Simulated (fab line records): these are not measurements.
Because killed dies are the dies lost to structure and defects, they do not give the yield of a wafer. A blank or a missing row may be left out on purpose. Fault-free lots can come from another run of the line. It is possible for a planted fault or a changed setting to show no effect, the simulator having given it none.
Chamber matching | flow n5_finfet | N5_BEOL_M13_ETCH_59 on rie_diel-01 has 4 sister chambers
The step etches BARC in N2/H2, target depth 89 nm, overetch 26.7 nm, time 67.9 s. 4 wafers are shown with their chamber, then 7 later ones without.

== WAFERS WITH THEIR CHAMBER ==
wafer  | chamber | drypump_motor_current_A (A)
L085.1 | 0       | 6.8
L085.6 | 2       | 5.4
L091.1 | 3       | 5.2
L091.2 | 1       | 5.5

== WAFERS WHOSE CHAMBER IS MISSING ==
wafer  | drypump_motor_current_A (A)
L091.4 | 5.3
L090.2 | 5.2
L090.5 | 5.2
L090.6 | 6.7
L097.1 | 5.2
L097.3 | 5.3
L097.4 | 6.7

== THE CHAMBER EACH PASSED THROUGH ==
wafer  | from the rows above          | in truth
L091.4 | can't be placed: 3 or 2 or 1 | 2
L090.2 | 3                            | 3
L090.5 | 3                            | 3
L090.6 | 0                            | 0
L097.1 | 3                            | 3
L097.3 | can't be placed: 3 or 2 or 1 | 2
L097.4 | 0                            | 0
Correctly placed: 5 of 7. Unplaceable from these rows: 2, with the true chamber sitting among the candidates in 2. Number placed wrongly: 0.
How it was worked out, from the rows above alone: a wafer's distance from a chamber is the root of the sum, over the readings, of the square of ((its reading less the chamber's mean) divided by the reading's scatter). If the next closest chamber is less than 2 further off than the closest, the wafer can't be placed; otherwise it belongs to the closest. For every chamber, the mean is computed from those of its wafers that are shown. The scatter: with one shown wafer a chamber, the root of the mean of the squares of how far each hidden wafer lies from its nearest shown one.
